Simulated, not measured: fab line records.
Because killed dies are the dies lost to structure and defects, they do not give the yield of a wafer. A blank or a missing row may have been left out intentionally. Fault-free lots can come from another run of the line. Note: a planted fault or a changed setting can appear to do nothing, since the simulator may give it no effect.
Matching of chambers | flow n5-finfet | N5_HKMG_FIN_STRIP_92 on rie-diel-06 has 4 sister chambers
The step strips SOC in N2/H2, time 20 s. 4 wafers are shown with their chamber, then 10 later ones without.

WAFERS, EACH WITH ITS CHAMBER
wafer  | chamber | showerhead-plenum-p-Torr (Torr)
L088.1 | 2       | 3.31
L088.6 | 3       | 3.52
L090.1 | 1       | 3.24
L090.2 | 0       | 3.58

WAFERS WITHOUT THEIR CHAMBER
wafer  | showerhead-plenum-p-Torr (Torr)
L090.3 | 3.31
L090.4 | 3.52
L090.5 | 3.31
L090.6 | 3.52
L093.1 | 3.52
L093.2 | 3.30
L093.3 | 3.57
L093.4 | 3.52
L093.5 | 3.57
L093.6 | 3.30

WHICH CHAMBER EACH WENT THROUGH
wafer  | from the rows above | in truth
L090.3 | 2                   | 2
L090.4 | 3                   | 3
L090.5 | 2                   | 2
L090.6 | 3                   | 3
L093.1 | 3                   | 3
L093.2 | 2                   | 2
L093.3 | 0                   | 0
L093.4 | 3                   | 3
L093.5 | 0                   | 0
L093.6 | 2                   | 2
Correctly placed: 10 of 10. Not placeable from these rows: 0. Wrongly placed: 0.
How it was worked out, from the rows above alone: a wafer's distance from a chamber is the root of the sum, over the readings, of the square of ((its reading less the chamber's mean) divided by the reading's scatter). The wafer belongs to the nearest chamber; if the next one is less than 2 further off, it can't be placed. The mean given for a chamber averages the wafers shown for that chamber. The scatter: root of mean squared gap, hidden wafer to nearest shown wafer, with one shown wafer a chamber.
